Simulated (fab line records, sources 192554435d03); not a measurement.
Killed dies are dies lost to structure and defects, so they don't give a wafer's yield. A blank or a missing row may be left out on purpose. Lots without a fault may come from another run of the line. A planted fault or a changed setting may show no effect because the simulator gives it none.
Which tool did it? | flow n5_finfet | 10 lots, 30 wafers sampled, at 5 steps of a route of 1938

WHAT THE GAUGES READ, wafer by wafer
N5_BEOL_M4_RC_MEAS_101.
lot  | measured     | on        | DIBL_N (mV/V)  | DIBL_P (mV/V)  | IOFF_N (nA/um) | IOFF_P (nA/um) | IOFF_P_85C (nA/um) | IOFF_P_LIN (nA/um) | IOFF_P_LONG (nA/um)        | ION_N (uA/um) | ION_P (uA/um) | SS_N (mV/dec)  | SS_P (mV/dec)  | VT_N (mV)   | VT_P (mV)      | VT_P_LONG (mV)       | VT_P_LVT (mV)
L526 | day 7 14:49  | prober-01 | 39.5 37.5 34.2 | 39.9 36.7 33.5 | 0.20 0.17 0.11 | 0.24 0.20 0.15 | 4.1 3.6 2.8        | 0.107 0.094 0.076  | 9.8e-05 9.7e-05 9.6e-05    | 672 681 642   | 458 461 443   | 72.9 71.9 71.0 | 74.6 74.5 72.4 | 248 253 256 | -248 -251 -256 | -275.7 -277.2 -274.2 | -101 -103 -106
L528 | day 8 05:29  | prober-01 | 33.7 35.4 35.9 | 35.2 37.1 37.6 | 0.14 0.16 0.18 | 0.21 0.23 0.23 | 3.6 4.0 4.0        | 0.104 0.112 0.111  | 0.000109 0.000112 0.00011  | 667 674 682   | 469 473 473   | 70.5 71.1 71.9 | 72.9 73.2 74.0 | 252 250 248 | -250 -248 -250 | -273.8 -274.4 -274.7 | -97 -96 -96
L529 | day 8 07:13  | prober-02 | 36.6 39.1 39.0 | 37.7 41.7 41.1 | 0.20 0.27 0.27 | 0.26 0.34 0.34 | 4.4 5.5 5.6        | 0.117 0.143 0.145  | 0.000118 0.000122 0.000121 | 688 713 696   | 468 482 476   | 72.1 71.7 72.7 | 73.4 74.9 74.9 | 243 240 240 | -246 -244 -243 | -271.8 -269.9 -270.4 | -95 -90 -90
L530 | day 8 10:10  | prober-02 | 35.5 34.1 36.4 | 34.9 33.8 35.9 | 0.14 0.12 0.17 | 0.19 0.18 0.21 | 3.4 3.2 3.7        | 0.097 0.093 0.104  | 0.000115 0.000117 0.000114 | 667 673 689   | 464 467 467   | 70.9 70.8 71.2 | 73.4 72.8 72.6 | 251 250 247 | -251 -254 -250 | -273.9 -270.5 -273.2 | -98 -98 -96
L532 | day 9 04:19  | prober-01 | 35.6 34.7 38.1 | 38.0 36.0 39.9 | 0.17 0.14 0.20 | 0.21 0.18 0.23 | 3.6 3.3 4.0        | 0.095 0.087 0.103  | 9.9e-05 9.9e-05 9.6e-05    | 681 662 681   | 456 454 458   | 71.0 71.7 71.8 | 72.9 73.0 74.0 | 252 250 249 | -250 -253 -251 | -277.2 -278.2 -278.0 | -100 -101 -99
L534 | day 10 02:51 | prober-01 | 35.0 37.7 35.9 | 34.7 37.1 35.6 | 0.13 0.17 0.14 | 0.21 0.25 0.24 | 3.6 4.1 4.0        | 0.104 0.117 0.117  | 0.000112 0.000119 0.000116 | 654 668 655   | 466 464 464   | 71.3 71.3 70.4 | 72.4 73.0 72.9 | 254 250 252 | -251 -247 -247 | -270.9 -272.7 -270.4 | -99 -97 -97
L536 | day 10 21:37 | prober-01 | 36.3 38.6 37.6 | 36.0 38.3 36.5 | 0.15 0.20 0.17 | 0.20 0.24 0.21 | 3.4 4.0 3.5        | 0.094 0.108 0.098  | 9.3e-05 9.2e-05 9.5e-05    | 673 670 671   | 459 456 462   | 71.0 71.4 72.3 | 73.7 74.2 73.1 | 253 248 248 | -253 -251 -250 | -277.4 -279.7 -277.4 | -103 -100 -103
L537 | day 11 00:17 | prober-01 | 33.6 35.7 33.9 | 32.4 35.6 32.6 | 0.11 0.14 0.11 | 0.16 0.21 0.17 | 2.9 3.7 3.0        | 0.080 0.098 0.082  | 0.000101 0.000104 0.000103 | 655 661 666   | 450 459 455   | 70.5 70.5 70.8 | 71.7 73.2 73.0 | 251 249 255 | -253 -251 -253 | -274.8 -275.5 -273.5 | -102 -99 -103
L538 | day 11 04:16 | prober-02 | 35.3 37.7 37.8 | 33.1 36.2 37.7 | 0.12 0.16 0.16 | 0.44 0.52 0.59 | 7.0 8.0 8.9        | 0.228 0.253 0.276  | 0.000261 0.000258 0.000254 | 662 686 677   | 509 511 518   | 70.2 71.1 72.0 | 72.3 73.4 72.8 | 255 249 250 | -226 -225 -223 | -245.4 -244.2 -246.0 | -75 -73 -71
L541 | day 11 10:55 | prober-02 | 36.0 33.5 37.8 | 35.3 32.5 37.0 | 0.17 0.12 0.20 | 0.59 0.49 0.71 | 8.5 7.3 9.9        | 0.286 0.250 0.324  | 0.000311 0.00032 0.000313  | 684 668 684   | 519 516 517   | 71.8 70.9 71.9 | 73.4 72.6 73.9 | 251 255 247 | -222 -223 -218 | -240.5 -241.4 -240.0 | -68 -70 -66

WHICH TOOL RAN EACH LOT (tool, then ch and the chambers of the sampled wafers, then the start)
lot  | N5_PMOS_HMC_CHANNEL_EPI_EPI_20 | N5_BEOL_M4_SPUTTER_81        | N5_BEOL_M4_SPUTTER_94        | N5_BEOL_M4_CMP_52
L526 | epi_rpcvd-04 ch 0, day 1 18:40 | pvd_sputter-01, day 7 12:12  | pvd_sputter-01, day 7 13:18  | cmp-04 ch 0,1,2, day 7 14:01
L528 | epi_rpcvd-02 ch 0, day 2 06:06 | pvd_sputter-03, day 8 02:46  | pvd_sputter-03, day 8 03:52  | cmp-02 ch 0,1,3, day 8 04:49
L529 | epi_rpcvd-02 ch 0, day 2 12:26 | pvd_sputter-01, day 8 04:45  | pvd_sputter-01, day 8 05:51  | cmp-04 ch 0,2,3, day 8 06:34
L530 | epi_rpcvd-03 ch 0, day 2 18:14 | pvd_sputter-01, day 8 07:45  | pvd_sputter-01, day 8 08:51  | cmp-01 ch 1,2,3, day 8 09:36
L532 | epi_rpcvd-02 ch 0, day 3 05:58 | pvd_sputter-03, day 9 01:54  | pvd_sputter-03, day 9 03:00  | cmp-04 ch 0,2,3, day 9 03:43
L534 | epi_rpcvd-03 ch 0, day 3 19:20 | pvd_sputter-02, day 10 00:24 | pvd_sputter-02, day 10 01:30 | cmp-04 ch 0,1,2, day 10 02:13
L536 | epi_rpcvd-02 ch 0, day 4 05:59 | pvd_sputter-03, day 10 19:11 | pvd_sputter-03, day 10 20:17 | cmp-02 ch 1,2,3, day 10 21:02
L537 | epi_rpcvd-02 ch 0, day 4 11:55 | pvd_sputter-03, day 10 21:43 | pvd_sputter-03, day 10 22:49 | cmp-02 ch 0,1,2, day 10 23:34
L538 | epi_rpcvd-02 ch 0, day 4 18:38 | pvd_sputter-02, day 11 01:41 | pvd_sputter-02, day 11 02:47 | cmp-04 ch 0,1,3, day 11 03:31
L541 | epi_rpcvd-02 ch 0, day 5 12:08 | pvd_sputter-03, day 11 08:29 | pvd_sputter-03, day 11 09:35 | cmp-01 ch 1,2, day 11 10:20
- N5_PMOS_HMC_CHANNEL_EPI_EPI_20: deposits SiGe30, target thk 59 nm.
- N5_BEOL_M4_SPUTTER_81: material Cu, target thk 4.5 nm, time 8.29 s.
- N5_BEOL_M4_SPUTTER_94: material Cu, target thk 4.5 nm, time 8.29 s.
- N5_BEOL_M4_CMP_52: polishes, stops on SiOC, t overpolish 6.8 s, target thk 40 nm.

WHAT THE TOOLS THEMSELVES READ (means of the sampled wafers that have a number; where no wafer has one, the mark that the record gives instead)
N5_BEOL_M4_SPUTTER_81.
lot  | tool           | throttle_valve_pct (%)
L526 | pvd_sputter-01 | 30.0
L528 | pvd_sputter-03 | 29.7
L529 | pvd_sputter-01 | 30.0
L530 | pvd_sputter-01 | 30.8
L532 | pvd_sputter-03 | 30.8
L534 | pvd_sputter-02 | 29.7
L536 | pvd_sputter-03 | 28.7
L537 | pvd_sputter-03 | 30.4
L538 | pvd_sputter-02 | 29.8
L541 | pvd_sputter-03 | 30.2

N5_BEOL_M4_SPUTTER_94.
lot  | tool           | throttle_valve_pct (%)
L526 | pvd_sputter-01 | 30.0
L528 | pvd_sputter-03 | 29.7
L529 | pvd_sputter-01 | 30.1
L530 | pvd_sputter-01 | 30.8
L532 | pvd_sputter-03 | 30.6
L534 | pvd_sputter-02 | 29.7
L536 | pvd_sputter-03 | 28.7
L537 | pvd_sputter-03 | 30.3
L538 | pvd_sputter-02 | 29.7
L541 | pvd_sputter-03 | 30.2

N5_BEOL_M4_CMP_52.
lot  | tool   | barrier_field_endpoint_s (s) | edge_zone_pressure_frac | motor_current_A (A) | overpolish_run_s (s) | time_to_endpoint_s (s)
L526 | cmp-04 | 24.8                         | 0.998                   | 6.2                 | 6.803                | 64
L528 | cmp-02 | 24.5                         | 1.001                   | 5.8                 | 6.802                | 63
L529 | cmp-04 | 24.1                         | 0.997                   | 5.7                 | 6.807                | 59
L530 | cmp-01 | 24.4                         | 1.003                   | 5.9                 | 6.796                | 62
L532 | cmp-04 | 23.2                         | 1.000                   | 5.7                 | 6.795                | 59
L534 | cmp-04 | 24.1                         | 1.004                   | 5.9                 | 6.799                | 57
L536 | cmp-02 | 24.6                         | 1.000                   | 5.8                 | 6.806                | 68
L537 | cmp-02 | 25.2                         | 0.995                   | 5.5                 | 6.804                | 66
L538 | cmp-04 | 24.3                         | 1.000                   | 6.1                 | 6.793                | 62
L541 | cmp-01 | 25.2                         | 0.993                   | 5.7                 | 6.801                | 64

THE ANSWER, worked out from the rows above alone
Rule: what is usual is taken from the lots themselves. Put in order of their means at a reading, lots are off if they are a third of the lots or fewer, leave a main group of 4 or more, and stand apart from it by a gap of 3 or more times the standard deviation of the main group's means; of several such gaps the widest counts. A main group whose means are all the same, to the digits that the tables above print for the reading, isn't used. A lot without any number at a reading at which 4 lots or more have one is off too. The other lots that the step has rows for count as sound. The gauges are gone through in route order, then the tools' own readings, and for those a lot's mean is taken as printed above. The first step at which some lot is off is used, and at that step the reading that is off furthest; a lot without a number counts as furthest.
Off: L538, L541, at N5_BEOL_M4_RC_MEAS_101 (IOFF_P_LONG). The main group: mean 0.000107 nA/um, standard deviation 9.5e-06.
A tool fits if, at a process step before that reading, it ran every lot that is off, and no sound lot after the first of them. The gauges at N5_BEOL_M4_RC_MEAS_101 are tried like those tools. Can't be told from this: 2 tools fit, epi_rpcvd-02 at N5_PMOS_HMC_CHANNEL_EPI_EPI_20, prober-02 at N5_BEOL_M4_RC_MEAS_101.

WHAT THE SIMULATOR HAD PUT IN
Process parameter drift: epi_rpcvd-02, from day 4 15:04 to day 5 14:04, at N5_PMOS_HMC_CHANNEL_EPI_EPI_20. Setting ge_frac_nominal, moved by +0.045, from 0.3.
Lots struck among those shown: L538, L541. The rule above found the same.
